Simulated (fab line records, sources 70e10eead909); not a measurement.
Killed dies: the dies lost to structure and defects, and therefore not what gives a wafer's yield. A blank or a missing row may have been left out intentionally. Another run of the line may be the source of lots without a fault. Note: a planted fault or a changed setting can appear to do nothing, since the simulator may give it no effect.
Matching of chambers | flow nand_harc | 3 sister chambers for NHARC_A_SLIT_DEP_23 on pecvd-02
The step deposits SiON, target thk 100 nm. 24 wafers are shown with their chamber, then 12 later ones without.

## WAFERS PAIRED WITH THEIR CHAMBERS
wafer  | chamber | heater_power_w (W)
L074.1 | 1       | 840
L074.3 | 0       | 800
L074.6 | 0       | 643
L082.3 | 0       | 846
L082.5 | 1       | 759
L082.6 | 2       | 638
L081.4 | 2       | 681
L081.5 | 0       | 868
L081.6 | 1       | 762
L083.1 | 2       | 722
L083.3 | 0       | 820
L083.5 | 0       | 801
L084.1 | 1       | 755
L084.3 | 2       | 659
L084.6 | 1       | 768
L086.2 | 2       | 670
L086.3 | 1       | 664
L086.4 | 1       | 685
L089.1 | 2       | 634
L089.2 | 1       | 734
L089.5 | 2       | 626
L090.1 | 0       | 823
L090.3 | 2       | 679
L090.6 | 1       | 741

SIGNATURES (averages over the wafers above)
reading        | chamber 0 | chamber 1 | chamber 2 | scatter within a chamber
heater_power_w | 800.14    | 745.33    | 663.62    | 53.3
Rule: for each reading, subtract the chamber's mean from the wafer's reading, divide by that reading's scatter and square the result; add these up over the readings and take the root, which gives the wafer's distance from the chamber. The wafer belongs to the nearest chamber; if the next one is less than 2 further off, it can't be placed. The scatter is the square root of a quotient: the sum, over the shown wafers, of each reading's squared deviation from its chamber's mean, divided by wafers minus chambers.

## WAFERS WITHOUT THEIR CHAMBER
wafer  | heater_power_w (W)
L091.3 | 744
L091.4 | 751
L091.5 | 718
L092.2 | 708
L092.3 | 786
L092.5 | 713
L093.4 | 791
L093.5 | 756
L093.6 | 641
L097.1 | 749
L097.2 | 754
L097.6 | 769

## THE CHAMBER EACH PASSED THROUGH
wafer  | from the rows above          | in truth
L091.3 | can't be placed: 1 or 0 or 2 | 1
L091.4 | can't be placed: 1 or 0 or 2 | 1
L091.5 | can't be placed: 1 or 2 or 0 | 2
L092.2 | can't be placed: 1 or 2 or 0 | 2
L092.3 | can't be placed: 0 or 1      | 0
L092.5 | can't be placed: 1 or 2 or 0 | 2
L093.4 | can't be placed: 0 or 1      | 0
L093.5 | can't be placed: 1 or 0 or 2 | 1
L093.6 | can't be placed: 2 or 1      | 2
L097.1 | can't be placed: 1 or 0 or 2 | 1
L097.2 | can't be placed: 1 or 0 or 2 | 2
L097.6 | can't be placed: 1 or 0 or 2 | 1
Correct placement for 0 of the 12. From these rows, 12 cannot be placed; in 12 the true chamber is one of the candidates. Wrongly placed: 0.
